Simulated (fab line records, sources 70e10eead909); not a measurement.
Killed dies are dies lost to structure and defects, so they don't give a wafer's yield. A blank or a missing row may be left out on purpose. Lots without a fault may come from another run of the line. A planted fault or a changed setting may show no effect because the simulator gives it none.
A struck lot beside a sound one | flow nand_harc | 17 steps out of a route of 1159
Sound: wafers L179.1, L179.2, L179.6. Struck: wafers L186.1, L186.2, L186.4. The cause comes at the end.
At each step with rows: each side's tool, then ch and its chambers, then its first start. Under that, the readings that differ: sound wafers | struck wafers | difference of the means | sigmas: that difference in standard deviations of wafers without a fault.
alike: readings whose means differ by less than 2 such deviations, and words and numbers that are the same on both sides. not compared: withheld readings, readings that some wafer has no value for, bounds like >300 that may hide the same value, and numbers for which the record gives no deviation and whose values overlap.
The two part at a step that has a row with sigmas, a row that says differs or no value, or rows on one side only. Numbers that don't overlap but have no deviation are shown without sigmas and don't part them. A reading that every wafer of one side lacks parts them only if that side has two wafers or more.

NHARC_P_M2_INSPECT_11:
  sound on defect_inspect-01, day 6 14:20; struck on defect_inspect-01, day 8 01:04
  alike: raw_defect_count
then, 2 steps without rows for these wafers: NHARC_P_M2_DESCUM_14 (chemistry O2, time 3 s); NHARC_P_M2_ETCH_35 (etches the open film in N2/H2, target depth 40 nm, overetch 12 nm, time 43.94 s).
NHARC_P_M2_ETCH_15: etches the open film in C4F8/Ar, target depth 182.5 nm, time 91.2 s.
  sound on rie_diel-03 ch 0,1; struck on rie_diel-03 ch 0,1,2
  reading               | sound             | struck            | difference | sigmas
  oes_product_au (a.u.) | 0.992 0.984 0.992 | 0.925 0.935 0.932 | -0.059     | -2
  alike: rf_vpp_V
  not compared: rf_hours_counter_h
NHARC_P_M2_CD_MEAS_16:
  sound on cd_sem-01, day 6 14:42; struck on cd_sem-02, day 8 01:26
  alike: cd_nm
NHARC_P_M2_STRIP_18: strips in N2/H2.
  sound on rie_diel-03 ch 1,3, day 6 14:49; struck on rie_diel-13 ch 0,1,3, day 8 01:32
  alike: drypump_motor_current_A, n2_flow_sccm, oes_product_au, power_w, rf_vpp_V, showerhead_plenum_p_Torr, throttle_valve_pct
  not compared: rf_hours_counter_h
NHARC_P_M2_ETCH_28: etches the open film in CF4/N2, target depth 30 nm, time 72.99 s.
  sound on rie_diel-03 ch 2,3; struck on rie_diel-13 ch 1,2,3
  alike: drypump_motor_current_A, n2_flow_sccm, oes_product_au, rf_vpp_V, showerhead_plenum_p_Torr, throttle_valve_pct
  not compared: rf_hours_counter_h
then, 1 step without rows for these wafers: NHARC_P_M2_STRIP_19 (strips in post etch residue remover, time 600 s).
NHARC_P_M2_DEGAS_29: time 60 s.
  sound on pvd_sputter-01, day 6 15:25; struck on pvd_sputter-01, day 8 02:08
  alike: heater_power_w
then, 1 step without rows for these wafers: NHARC_P_M2_PRE_CLEAN_30 (time 30 s).
NHARC_P_M2_PVD_20: deposits TaN, target thk 5 nm, time 8.06 s.
  sound on pvd_sputter-01; struck on pvd_sputter-01
  alike: throttle_valve_pct
then, 1 step without rows for these wafers: NHARC_P_M2_PVD_21 (deposits Cu, target thk 30 nm, time 20.49 s).
NHARC_P_M2_ECD_22: material Cu, target thk 400 nm.
  sound on ecd_cu-02 ch 0,1, day 6 15:47; struck on ecd_cu-01 ch 0,1, day 8 03:03
  alike: bath_heat_duty_pct
then, 1 step without rows for these wafers: NHARC_P_M2_ANNEAL_31 (time 90 s).
NHARC_P_M2_CMP_23: polishes, t overpolish 20 s, target thk 144.3 nm.
  sound on cmp-01 ch 1,3, day 6 16:32; struck on cmp-03 ch 1,2,3, day 8 04:19
  reading                | sound    | struck   | difference | sigmas
  time_to_endpoint_s (s) | 33 36 40 | 51 55 58 | +18        | +5
  alike: motor_current_A
NHARC_P_M2_THK_MEAS_24: measures by xrf.
  sound on film_metro-01, day 6 16:49; struck on film_metro-01, day 8 04:38
  reading     | sound             | struck            | difference | sigmas
  thk_nm (nm) | 144.8 147.5 147.9 | 141.5 144.3 141.2 | -4.4       | -3
-- the record jumps here: 16 days lie between the struck wafers' starts before and after (it left off in module P_M2 and takes up again in module END, whose first step shown is number 1159 of the route) --
NHARC_END_SORT_01:
  sound on prober-02 ch 0, day 20 00:56; struck on prober-01 ch 0, day 24 03:49
  alike: defect_limited_yield, killed_at_array, killed_at_other, killed_at_periphery, killed_dies, killed_open, killed_short, sort_bin_2_pct, sort_bin_3_pct, sort_bin_4_pct, sort_n_pass, sort_rim_yield_pct, sort_yield_pct

WHERE THEY PART
First at NHARC_P_M2_ETCH_15; last, within this record, at NHARC_P_M2_THK_MEAS_24. Later steps at which nothing parts them and some readings are alike: NHARC_END_SORT_01.

WHY: what the simulator had put in
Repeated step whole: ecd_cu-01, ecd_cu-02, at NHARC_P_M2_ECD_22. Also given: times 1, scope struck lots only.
